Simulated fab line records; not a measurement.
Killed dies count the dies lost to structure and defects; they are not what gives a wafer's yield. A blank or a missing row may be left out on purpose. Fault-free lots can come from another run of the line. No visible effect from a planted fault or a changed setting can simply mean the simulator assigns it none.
fab line records | flow nand-harc
[record] lots = 14 wafers = 42 last-day = 33
route steps=1302 shown A_CHANNEL_FILL_D1@507 A_ONON_D2@562 A_CHANNEL_HOLE_D2@586
lots that met no fault: from a run of the same line without faults
start-h: the number of hours between the record's first day and the start of the first shown wafer of the lot | wait-h: how many hours have passed since the lot's step before this one | " identical to the entry in the row above | L1.1+2: a row that stands for several wafers | - either no value or no given start | * or withheld: withheld | < > ~ a bound
route shown NAME@n: NAME is a module with steps in the file, n the number in the route of the first one | usual: mean/standard deviation of fault-free wafers | same: alike in all rows | chamber/n: place in a boat | sites: the reading at each site | _std_site: how widely they spread, as a standard deviation | _edge_site: outer sites' mean less inner sites' | radius-mm: how far each site lies from the wafer's centre | mask NAME#n: copy n | behind: the last tool/chamber to shape the wafer | hold: cause of the lot's hold/its duration in hours/its outcome | device: names the non-switching transistor (n, p or np) | end of line: at the end of the route, the tests of the same wafers | a step with no rows: only its recipe | killed: not the wafer's yield, but the dies lost to structure and defects at the first sort | map: shows each die of a wafer: x if killed, . if not, _ if none is there
set.NAME: the setting that was run; set.NAME@STEP: the one run at that earlier step | model.NAME: the simulator's own value behind a step, which no gauge read
a sample of lots followed through the steps of the route, with each step as a table and each wafer as a row
services: a tool's chamber out of use, with start hour (start-h, from the record's first day; less than 0 if before it), hours out, and reason
[[steps]]
[step NHARC_A_CHANNEL_FILL_D1_ALD_25]
[recipe] target-thk-a = 600 pulse-time-s = 10 ald-cycles = 600 temp-c = 300 material = SiOx
[usual] heater-power-w = 486/49 precursor-pulse-height-rel = 0.999/0.021
// columns lot.wafer tool chamber start-h wait-h heater-power-w precursor-pulse-height-rel
L927.2 ald-hk-01 0 233.17 0.1 510 1.007
L927.4 " 1 " " 506 0.978
L927.5 " 1 236.27 3.1 512 0.974
L928.4 ald-hk-02 0 241.73 0.7 419 1.011
L928.6 " 3 243.55 2.5 462 0.991
L928.5 " 0 " " 432 1.006
L930.1 ald-hk-01 0 267.16 0.7 509 0.919
L930.3 " 2 268.40 1.9 483 1.029
L930.6 " 3 " " 548 1.014
L931.4 ald-hk-02 2 280.58 0.1 390 1.013
L931.1 " 3 " " 455 0.971
L931.2 " 0 " " 431 1.011
L933.4 ald-hk-01 1 290.23 0.7 497 1.018
L933.1 " 3 291.44 1.9 570 0.969
L933.6 " 1 292.65 3.1 502 0.970
L934.1 ald-hk-02 0 310.88 0.1 436 1.023
L934.2 " 1 " " 427 1.018
L934.5 " 1 313.97 3.1 399 0.960
L941.1 ald-hk-01 3 372.96 0.1 549 1.024
L941.2 " 0 " " 526 1.015
L941.4 " 2 374.82 1.9 516 0.990
L942.3 ald-hk-03 0 383.56 0.1 490 0.968
L942.2 " 2 384.80 1.3 462 1.014
L942.5 " 0 386.04 2.5 510 0.991
L943.4 ald-hk-01 0 397.20 1.3 526 0.989
L943.5 " 2 398.41 2.5 532 1.023
L943.6 " 3 " " 559 1.023
L944.2 ald-hk-01 0 403.66 0.1 511 0.978
L944.3 " 2 404.89 1.3 539 0.995
L944.5 " 1 406.73 3.1 511 0.979
L945.1 ald-hk-03 0 409.38 0.7 486 0.990
L945.4 " 1 " " 445 1.026
L945.6 " 0 411.83 3.1 481 0.985
L946.3 ald-hk-03 2 440.95 0.7 440 0.998
L946.2 " 3 " " 449 0.982
L946.5 " 1 442.79 2.5 431 1.013
L947.1 ald-hk-01 1 440.96 0.7 486 0.988
L947.3 " 3 442.17 1.9 552 1.013
L947.6 " 1 443.39 3.1 501 1.001
L948.2 ald-hk-01 1 457.25 3.1 516 1.046
L948.5 " 0 459.10 5.0 555 0.993
L948.6 " 1 " " 499 0.982
[step NHARC_A_CHANNEL_FILL_D1_STRIP_29]
[recipe] time-s = 20 o2-flow-sccm = 500 ar-flow-sccm = 0 bias-w = 0 chemistry = O2
[usual] drypump-motor-current-A = 5.7/0.61 oes-product-au = 0.998/0.0094 rf-vpp-V = 57.8/0.9 showerhead-plenum-p-Torr = 3.52/0.12 throttle-valve-pct = 17.037/0.0093
// columns lot.wafer tool chamber start-h wait-h drypump-motor-current-A oes-product-au rf-hours-counter-h rf-vpp-V showerhead-plenum-p-Torr throttle-valve-pct
L927.2 rie-diel-13 0 - - 6.7 1.008 3.2 56.2 3.40 17.047
L927.4 " 1 " " 5.1 0.988 3.4 59.2 3.74 17.032
L927.5 " 0 " " 6.7 1.016 - 56.8 3.40 17.028
L928.4 rie-diel-11 2 - - 5.6 0.994 7.1 57.9 3.59 17.035
L928.5 " 2 " " 5.6 0.989 - 58.1 3.59 17.028
L928.6 " 3 " " 4.8 0.991 - 56.4 3.44 17.046
L930.1 rie-diel-05 3 272.31 0.1 5.7 0.981 2.6 57.6 3.53 17.042
L930.3 " 2 " " 5.2 1.000 2.3 58.2 3.43 17.031
L930.6 " 3 " " 5.7 0.992 - 59.1 3.53 17.038
L931.2 rie-diel-13 1 - - 5.1 0.985 5.9 57.6 3.74 17.037
L931.1 " 2 " " 5.3 1.016 5.8 57.4 3.44 17.037
L931.4 " 3 " " 6.3 1.000 5.9 58.3 3.60 17.054
L933.4 rie-diel-05 2 - - 5.3 1.007 3.5 57.9 3.43 17.040
L933.1 " 1 " " 6.5 0.991 2.2 58.9 3.33 17.051
L933.6 " 3 " " 5.7 1.000 - 57.2 3.53 17.032
L934.1 rie-diel-05 1 - - 6.5 0.989 2.9 56.7 3.33 17.026
L934.2 " 3 " " 5.7 0.989 5.0 58.3 3.53 17.042
L934.5 " 2 " " 5.3 0.992 - 58.0 3.43 17.023
L941.2 rie-diel-11 0 - - 6.2 0.998 4.9 57.3 3.65 17.040
L941.4 " 1 " " 6.0 1.011 5.5 59.1 3.70 17.047
L941.1 " 2 " " 5.6 0.994 6.0 58.7 3.58 17.031
L942.3 rie-diel-13 1 - - 5.1 0.992 1.4 56.5 3.73 17.033
L942.2 " 2 " " 5.3 1.002 1.4 56.8 3.44 17.041
L942.5 " 0 " " 6.7 1.000 - 58.8 3.40 17.022
L943.4 rie-diel-05 0 - - 5.0 1.001 8.0 58.3 3.56 17.032
L943.6 " 0 " " 5.0 0.990 - 58.3 3.56 17.028
L943.5 " 1 " " 6.5 1.007 - 56.6 3.33 17.043
L944.2 rie-diel-11 0 - - 6.2 0.995 6.5 58.9 3.65 17.038
L944.3 " 1 " " 6.0 1.008 7.1 57.8 3.70 17.022
L944.5 " 3 " " 4.7 0.978 - 56.5 3.44 17.036
L945.1 rie-diel-13 2 - - 5.3 1.009 3.7 57.7 3.44 17.026
L945.4 " 1 " " 5.1 0.999 3.8 57.9 3.73 17.035
L945.6 " 2 " " 5.3 1.010 - 57.8 3.44 17.036
L947.3 rie-diel-13 0 - - 6.7 0.997 6.1 57.6 3.40 17.033
L947.1 " 1 " " 5.1 0.988 5.6 59.7 3.73 17.035
L947.6 " 1 " " 5.1 0.977 - 58.6 3.73 17.052
L946.2 rie-diel-11 2 - - 5.6 1.000 0.1 59.3 3.58 17.042
L946.3 " 1 " " 6.0 1.001 0.1 57.8 3.70 17.040
L946.5 " 2 " " 5.6 0.993 - 58.9 3.58 17.040
L948.2 rie-diel-05 2 - - 5.3 1.016 3.5 57.4 3.42 17.028
L948.6 " 3 " " 5.7 1.013 - 58.6 3.52 17.029
L948.5 " 0 " " 5.0 0.993 - 58.2 3.56 17.045
[step NHARC_A_ONON_D2_DEP_25]
[recipe] target-thk-a = 10000 n2-flow-sccm = 2750 n2o-flow-sccm = 2000 nh3-flow-sccm = 500 sih4-flow-sccm = 210 temp-c = 400
[usual] n2o-flow-sccm = 1999/6
// columns lot.wafer tool chamber start-h wait-h n2o-flow-sccm
L927.2 pecvd-onon-04 0 292.37 0.1 1988
L927.4 " 0 " " 2000
L927.5 " 0 " " 2003
L928.4 pecvd-onon-04 0 298.62 0.2 2001
L928.5 " 0 " " 2004
L928.6 " 0 " " 2000
L930.1 pecvd-onon-04 0 325.75 0.1 2001
L930.3 " 0 " " 2009
L930.6 " 0 " " 1996
L931.1 pecvd-onon-04 0 338.99 0.1 1997
L931.2 " 0 " " 2006
L931.4 " 0 " " 1996
L933.1 pecvd-onon-01 0 354.10 0.1 1993
L933.4 " 0 " " 2009
L933.6 " 0 " " 2001
L934.1 pecvd-onon-04 0 373.21 0.1 2003
L934.2 " 0 " " 1995
L934.5 " 0 " " 2007
L941.1 pecvd-onon-01 0 444.42 0.1 1996
L941.2 " 0 " " 2001
L941.4 " 0 " " 1997
L942.2 pecvd-onon-04 0 444.62 0.1 1996
L942.3 " 0 " " 1989
L942.5 " 0 " " 1989
L943.4 pecvd-onon-04 0 452.35 0.2 2003
L943.5 " 0 " " 1995
L943.6 " 0 " " 2000
L944.2 pecvd-onon-04 0 459.01 0.1 1997
L944.3 " 0 " " 2006
L944.5 " 0 " " 2002
L945.1 pecvd-onon-01 0 465.74 0.1 2000
L945.4 " 0 " " 1990
L945.6 " 0 " " 1996
L946.2 pecvd-onon-03 0 500.58 0.1 2005
L946.3 " 0 " " 1999
L946.5 " 0 " " 2006
L947.1 pecvd-onon-01 0 500.75 0.1 2014
L947.3 " 0 " " 2007
L947.6 " 0 " " 2002
L948.2 pecvd-onon-04 0 518.69 0.1 2009
L948.5 " 0 " " 2003
L948.6 " 0 " " 2006
[step NHARC_A_ONON_D2_THK_MEAS_27]
[recipe] thk-meas-gauge = ellipsometry
[usual] thk-nm = 999/7.9
// columns lot.wafer tool chamber start-h wait-h hold thk-nm
L927.2 film-metro-02 - 292.82 - - 1003
L927.4 " - " " - 1003
L927.5 " - " " - 1003
L928.4 film-metro-02 - 298.98 - - 996
L928.5 " - " " - 995
L928.6 " - " " - 997
L930.1 film-metro-02 - 326.27 - - 1002
L930.3 " - " " - 1003
L930.6 " - " " - 1004
L931.1 film-metro-02 - 339.50 - await-dispo/0.2h/release 905
L931.2 " - " " await-dispo/0.2h/release 905
L931.4 " - " " await-dispo/0.2h/release 906
L931.1 film-metro-02 - 339.67 0.2 - 905
L931.2 " - " " - 905
L931.4 " - " " - 905
L933.1 film-metro-02 - 354.61 - - 992
L933.4 " - " " - 994
L933.6 " - " " - 994
L934.1 film-metro-02 - 373.72 - await-dispo/0.2h/release 917
L934.2 " - " " await-dispo/0.2h/release 916
L934.5 " - " " await-dispo/0.2h/release 916
L934.1 film-metro-02 - 373.89 0.2 - 916
L934.2 " - " " - 915
L934.5 " - " " - 917
L941.1 film-metro-01 - 444.93 - - 1009
L941.2 " - " " - 1011
L941.4 " - " " - 1009
L942.2 film-metro-02 - 445.07 - - 1000
L942.3 " - " " - 999
L942.5 " - " " - 1000
L943.4 film-metro-01 - 452.69 - - 996
L943.5 " - " " - 994
L943.6 " - " " - 996
L944.2 film-metro-01 - 459.47 - - 990
L944.3 " - " " - 992
L944.5 " - " " - 991
L945.1 film-metro-02 - 466.26 - - 1007
L945.4 " - " " - 1010
L945.6 " - " " - 1008
L946.2 film-metro-02 - 501.03 - - 990
L946.3 " - " " - 993
L946.5 " - " " - 992
L947.1 film-metro-02 - 501.26 - - 1007
L947.3 " - " " - 1008
L947.6 " - " " - 1008
L948.2 film-metro-01 - 519.14 - - 997
L948.5 " - " " - 997
L948.6 " - " " - 1000
[step NHARC_A_CHANNEL_HOLE_D2_ETCH_38]
[recipe] target-depth-a = 390 over-etch-frac = 0.3 time-s = 65 ion-energy-ev = 80 cf4-flow-sccm = 150 ar-flow-sccm = 0 rf-w = 300 bias-w = 100 chemistry = CF4
[usual] drypump-motor-current-A = 5.9/0.45 oes-product-au = 0.998/0.009 rf-vpp-V = 151.3/1 showerhead-plenum-p-Torr = 1.78/0.059 throttle-valve-pct = 13.283/0.0088
[same] over-etch-frac = 0.3
// columns lot.wafer tool chamber start-h wait-h drypump-motor-current-A oes-product-au rf-hours-counter-h rf-vpp-V showerhead-plenum-p-Torr throttle-valve-pct
L927.4 rie-diel-09 1 297.03 0.1 5.3 0.993 9 149.8 1.74 13.291
L927.2 " 2 " " 6.1 0.999 10 150.4 1.81 13.294
L927.5 " 3 " " 5.8 1.010 - 150.7 1.75 13.290
L928.4 rie-diel-09 1 303.10 0.1 5.3 1.002 10 151.7 1.74 13.284
L928.6 " 1 " " 5.3 1.004 - 152.4 1.74 13.283
L928.5 " 2 " " 6.1 0.995 - 151.2 1.81 13.287
L930.3 rie-diel-07 2 330.25 0.1 5.0 0.996 1 151.6 1.87 13.281
L930.1 " 3 " " 5.5 1.007 1 151.0 1.80 13.281
L930.6 " 1 " " 6.2 1.002 - 150.5 1.72 13.295
L931.2 rie-diel-03 3 351.44 0.1 5.7 1.009 4 151.3 1.78 13.276
L931.4 " 0 " " 5.8 0.984 3 151.2 1.72 13.287
L931.1 " 2 " " 6.2 0.991 3 149.7 1.69 13.283
L933.4 rie-diel-07 1 358.71 0.1 6.2 1.004 2 149.3 1.72 13.270
L933.1 " 3 " " 5.5 1.002 4 151.6 1.80 13.280
L933.6 " 1 " " 6.2 1.000 - 149.8 1.72 13.272
L934.2 rie-diel-03 3 391.24 0.1 5.8 1.002 6 151.8 1.78 13.281
L934.1 " 2 " " 6.2 0.991 4 150.9 1.69 13.280
L934.5 " 0 " " 5.8 0.983 - 150.0 1.71 13.302
L941.2 rie-diel-07 0 450.42 0.1 6.7 0.992 8 151.3 1.85 13.267
L941.4 " 2 " " 5.0 1.005 8 153.2 1.87 13.291
L941.1 " 3 " " 5.5 1.000 9 152.2 1.79 13.289
L942.3 rie-diel-03 3 450.93 0.1 5.7 1.002 10 151.0 1.78 13.261
L942.2 " 1 " " 5.7 0.988 8 149.7 1.71 13.277
L942.5 " 0 " " 5.8 0.994 - 150.6 1.71 13.286
L943.4 rie-diel-09 3 456.68 0.1 5.8 1.002 6 150.7 1.75 13.289
L943.6 " 1 " " 5.3 1.014 - 151.1 1.74 13.288
L943.5 " 2 " " 6.1 1.012 - 154.0 1.81 13.295
L944.3 rie-diel-09 0 463.55 0.1 5.9 0.990 8 151.1 1.85 13.285
L944.2 " 1 " " 5.3 0.998 9 150.6 1.74 13.281
L944.5 " 2 " " 6.1 1.005 - 152.4 1.81 13.281
L945.1 rie-diel-03 2 472.17 0.1 6.2 1.005 0 150.9 1.69 13.283
L945.4 " 3 " " 5.7 1.000 0 150.9 1.78 13.282
L945.6 " 1 " " 5.7 1.001 - 151.0 1.71 13.290
L946.2 rie-diel-09 0 508.95 0.1 5.9 0.997 0 153.1 1.85 13.286
L946.3 " 3 " " 5.8 1.015 0 150.2 1.75 13.269
L946.5 " 1 " " 5.3 1.005 - 150.6 1.74 13.291
L947.1 rie-diel-07 1 509.49 0.1 6.2 0.999 1 150.5 1.71 13.279
L947.3 " 2 " " 5.0 1.002 1 151.9 1.87 13.271
L947.6 " 1 " " 6.2 0.992 - 149.9 1.71 13.285
L948.2 rie-diel-09 0 523.65 0.1 5.9 1.003 1 152.2 1.85 13.275
L948.6 " 2 " " 6.1 1.007 - 151.8 1.81 13.287
L948.5 " 3 " " 5.8 1.016 - 151.5 1.75 13.292
[[services]]
// columns tool chamber start-h hours kind
rie-diel-05 - 229.60 9.0 pm
rie-diel-13 3 250.87 5.1 repair
rie-diel-05 1 259.48 20.4 repair
rie-diel-09 3 271.37 3.9 repair
rie-diel-05 0 277.26 2.3 repair
rie-diel-13 2 294.07 4.5 repair
rie-diel-13 2 300.73 6.7 repair
ald-hk-01 - 301.53 10.0 pm
pecvd-onon-04 - 311.33 13.0 pm
rie-diel-13 2 314.04 9.5 repair
rie-diel-13 3 315.93 4.5 repair
rie-diel-09 - 320.10 9.0 pm
rie-diel-05 - 336.81 0.3 repair
rie-diel-13 - 342.04 9.0 pm
rie-diel-09 0 347.62 5.8 repair
rie-diel-13 2 377.28 7.6 repair
rie-diel-09 0 383.05 4.4 repair
rie-diel-05 - 406.60 9.0 pm
rie-diel-13 3 436.57 4.4 repair
rie-diel-13 1 437.49 6.1 repair
rie-diel-13 0 470.49 8.1 repair
rie-diel-13 - 471.41 0.2 repair
pecvd-onon-04 - 492.33 13.0 pm
rie-diel-09 - 497.10 9.0 pm
[[key]]
[first-sign] step = NHARC_A_ONON_D2_THK_MEAS_27 reading = visit direction = added
[effect] step = NHARC_A_ONON_D2_THK_MEAS_27 reading = thk-nm direction = down sigmas = 11 usual = 999 struck = 911
met-at NHARC_A_ONON_D2_DEP_25
struck-lots L931,L934
sort-left-out L931.1,L931.2,L931.4,L934.1,L934.2,L934.5
tester-left-out L931,L934
not-acting-at NHARC_A_CHANNEL_FILL_D1_ALD_25,NHARC_A_CHANNEL_FILL_D1_STRIP_29,NHARC_A_CHANNEL_HOLE_D2_ETCH_38
onset-between 325.75 338.99
[fault] kind = process-parameter-drift tool = pecvd-onon-04 chamber = - onset-h = 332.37 steps = NHARC_A_ONON_D2_DEP_25 channel = target-thk-a offset = * shape = step end-h = 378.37 acts-in = * stated = *
// tester-left-out: of these lots the tester's yield and bins aren't shown, on N5 and GAA mostly nor the transistor test; their killed dies are dies lost to structure and defects alone, not to doping, threshold or leakage, so they don't give the yield
// sort-left-out: the simulated sort isn't trusted on such a fault, so these wafers' sort isn't shown, and their yield isn't known
